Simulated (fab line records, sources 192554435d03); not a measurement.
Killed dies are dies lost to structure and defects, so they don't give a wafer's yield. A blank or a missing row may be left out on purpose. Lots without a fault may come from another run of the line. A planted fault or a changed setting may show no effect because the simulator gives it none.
Which tool did it? | flow n5_finfet | 11 lots, 33 wafers sampled, at 3 steps of a route of 1938

WHAT THE GAUGES READ, wafer by wafer
N5_PASSIVATION_CD_MEAS_44: target cd 40000 nm.
lot  | measured     | on        | cd_nm (nm)
L255 | day 12 23:59 | cd_sem-03 | 39998 40000 40003
L257 | day 13 09:40 | cd_sem-01 | 40003 40001 40003
L254 | day 13 17:58 | cd_sem-03 | 40001 40001 40001
L256 | day 13 19:17 | cd_sem-03 | 40005 40000 40001
L262 | day 14 13:13 | cd_sem-02 | 40001 40002 39999
L258 | day 15 01:28 | cd_sem-01 | 40002 39998 39998
L259 | day 15 05:53 | cd_sem-03 | 40001 40002 40002
L268 | day 16 22:34 | cd_sem-02 | 40002 40002 40006
L271 | day 17 15:10 | cd_sem-01 | 40001 39999 40002
L275 | day 17 19:40 | cd_sem-01 | 40003 40003 40004
L273 | day 17 23:04 | cd_sem-01 | 40002 40008 40005

WHICH TOOL RAN EACH LOT (tool, then ch and the chambers of the sampled wafers, then the start)
lot  | N5_BEOL_M14_SPUTTER_43       | N5_PASSIVATION_AL_DEP_21
L255 | pvd_sputter-02, day 12 06:29 | pvd_sputter-01, day 12 21:32
L257 | pvd_sputter-01, day 12 16:16 | pvd_sputter-03, day 13 06:59
L254 | pvd_sputter-02, day 12 22:17 | pvd_sputter-01, day 13 15:36
L256 | pvd_sputter-01, day 13 02:47 | pvd_sputter-02, day 13 16:46
L262 | pvd_sputter-01, day 13 16:17 | pvd_sputter-01, day 14 10:22
L258 | pvd_sputter-02, day 14 06:27 | pvd_sputter-01, day 14 23:07
L259 | pvd_sputter-03, day 14 08:58 | pvd_sputter-02, day 15 03:32
L268 | pvd_sputter-03, day 16 03:52 | pvd_sputter-03, day 16 20:13
L271 | pvd_sputter-03, day 16 19:46 | pvd_sputter-03, day 17 12:49
L275 | pvd_sputter-02, day 17 01:44 | pvd_sputter-01, day 17 16:59
L273 | pvd_sputter-02, day 17 06:57 | pvd_sputter-02, day 17 20:44
- N5_BEOL_M14_SPUTTER_43: material TaN, target thk 15 nm, time 24.19 s.
- N5_PASSIVATION_AL_DEP_21: deposits Al, target thk 2800 nm, time 170 s.

THE ANSWER, worked out from the rows above alone
Rule: what is usual is taken from the lots themselves. Put in order of their means at a reading, lots are off if they are a third of the lots or fewer, leave a main group of 4 or more, and stand apart from it by a gap of 3 or more times the standard deviation of the main group's means; of several such gaps the widest counts. A main group whose means are all the same, to the digits that the tables above print for the reading, isn't used. A lot without any number at a reading at which 4 lots or more have one is off too. The other lots that the step has rows for count as sound.
No lot is off at any reading shown: from this, nothing can be told.

WHAT THE SIMULATOR HAD PUT IN
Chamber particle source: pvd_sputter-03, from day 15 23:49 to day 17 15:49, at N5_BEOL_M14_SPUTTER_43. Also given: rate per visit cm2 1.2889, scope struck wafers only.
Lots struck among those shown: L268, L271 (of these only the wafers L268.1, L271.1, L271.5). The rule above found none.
